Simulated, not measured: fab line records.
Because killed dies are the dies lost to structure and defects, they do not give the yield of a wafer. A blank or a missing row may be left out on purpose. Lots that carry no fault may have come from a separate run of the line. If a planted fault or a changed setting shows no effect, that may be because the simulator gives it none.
A lot that was struck, set against a sound lot | flow nand_harc | 40 steps out of a route of 1302
Sound: these wafers, L669.1, L669.2, L669.3. Wafers struck: L665.1, L665.2, L665.5. Last of all comes the cause.
At each step with rows: each side's tool, then ch and its chambers, then its first start. Under that, the readings that differ: sound wafers | struck wafers | difference of the means | sigmas: that difference in standard deviations of wafers without a fault.
alike: a reading whose means differ by less than 2 such deviations, as well as words and numbers matching on both sides. not compared: withheld readings; readings where some wafer has no value; bounds like >300 that might hide an equal value; numbers whose values overlap and for which the record gives no deviation.
Wherever a step has rows on one side only, a row that says differs or no value, or a row with sigmas, the two part there. Non-overlapping numbers with no deviation appear without sigmas and do not part them. Lack of a reading on every wafer of one side parts them only where that side has two or more wafers.

first, 11 steps without rows for these wafers: NHARC_P_GATE_EBR_07; NHARC_P_GATE_EXPOSE_08 (exposes mask P HV); NHARC_P_GATE_PEB_09 (peb time 85 s); NHARC_P_GATE_DEVELOP_10 (time 70 s); NHARC_P_GATE_HARDBAKE_12 (time 80 s); NHARC_P_GATE_DESCUM_13 (chemistry O2, time 3 s); NHARC_P_GATE_ETCH_14 (etches SiO2 in dHF, target depth 48.8 nm); NHARC_P_GATE_STRIP_15 (strips in SPM, time 780 s); NHARC_P_GATE_PRECLEAN_71 (cleans in SC1); NHARC_P_GATE_SRD_72; NHARC_P_GATE_OXIDE_16 (material SiO2, target thk 3 nm, ox time 392 s).
NHARC_P_GATE_CVD_17: deposits poly-Si, target thk 150 nm, time 900 s.
  sound on lpcvd_poly-03 ch 0, day 12 20:07; struck on lpcvd_poly-01 ch 0, day 10 23:12
  alike: tube_center_temp_C, zone_power_top_pct
then, 10 steps without rows for these wafers: NHARC_P_GATE_HM_DEP_102 (deposits aC, target thk 120 nm); NHARC_P_GATE_DEP_103 (deposits SiON, target thk 30 nm); NHARC_P_GATE_DEHYDRATE_18 (time 120 s); NHARC_P_GATE_HMDS_19 (time 30 s); NHARC_P_GATE_COAT_20 (resist thk 90 nm); NHARC_P_GATE_SOFTBAKE_21 (time 55 s); NHARC_P_GATE_EBR_22; NHARC_P_GATE_EXPOSE_23 (exposes mask P GATE, target cd 120 nm); NHARC_P_GATE_PEB_24 (peb time 65 s); NHARC_P_GATE_DEVELOP_25 (develop time 35 s).
NHARC_P_GATE_INSPECT_28:
  sound on defect_inspect-02, day 13 02:19; struck on defect_inspect-02, day 11 06:15
  reading          | sound | struck      | difference | sigmas
  raw_defect_count | 8 6 9 | 616 577 547 | +572       | +99 or more
then, 15 steps without rows for these wafers: NHARC_P_GATE_DESCUM_31 (chemistry O2, time 3 s); NHARC_P_GATE_ETCH_104 (etches the open film in CF4/CHF3, target depth 60 nm); NHARC_P_GATE_HM_OPEN_105 (chemistry O2/COS, target depth 360 nm); NHARC_P_GATE_STRIP_106 (strips in O2/COS); NHARC_P_GATE_ETCH_114 (etches the open film in CF4/O2, target depth 30 nm, overetch 3 nm, time 16.5 s); NHARC_P_GATE_ETCH_32 (etches the open film in HBr/Cl2, target depth 150 nm, time 100.1 s); NHARC_P_GATE_STRIP_108 (strips in O2); NHARC_P_GATE_STRIP_35 (strips in SPM, time 600 s); NHARC_P_GATE_PRECLEAN_73 (cleans in SC1); NHARC_P_GATE_SRD_74; NHARC_P_GATE_ALD_36 (deposits SiNx, target thk 20 nm, pulse time 60 s, ald cycles 223); NHARC_P_GATE_ETCHBACK_37 (etches the open film in CHF3/O2, target depth 34.5 nm, time 17.2 s); NHARC_P_GATE_STRIP_101 (strips in O2, time 20 s); NHARC_P_GATE_PRECLEAN_97 (cleans in SPM, time 600 s); NHARC_P_GATE_SRD_98.
NHARC_P_GATE_INSPECT_68:
  sound on defect_inspect-01, day 13 22:44; struck on defect_inspect-01, day 12 00:41
  reading          | sound       | struck      | difference | sigmas
  raw_defect_count | 212 136 187 | 837 795 716 | +604       | +9
-- the record jumps here: 20 days lie between the struck wafers' starts before and after (it left off in module P_GATE and takes up again in module END, whose first step shown is number 1302 of the route) --
NHARC_END_SORT_01:
  the record has rows for the struck wafers here (prober-01 ch 0, day 31 18:34) and none for the sound ones

== WHERE THEY PART ==
Earliest at NHARC_P_GATE_INSPECT_28; latest, in this record, at NHARC_END_SORT_01.

WHY: the cause the simulator had injected
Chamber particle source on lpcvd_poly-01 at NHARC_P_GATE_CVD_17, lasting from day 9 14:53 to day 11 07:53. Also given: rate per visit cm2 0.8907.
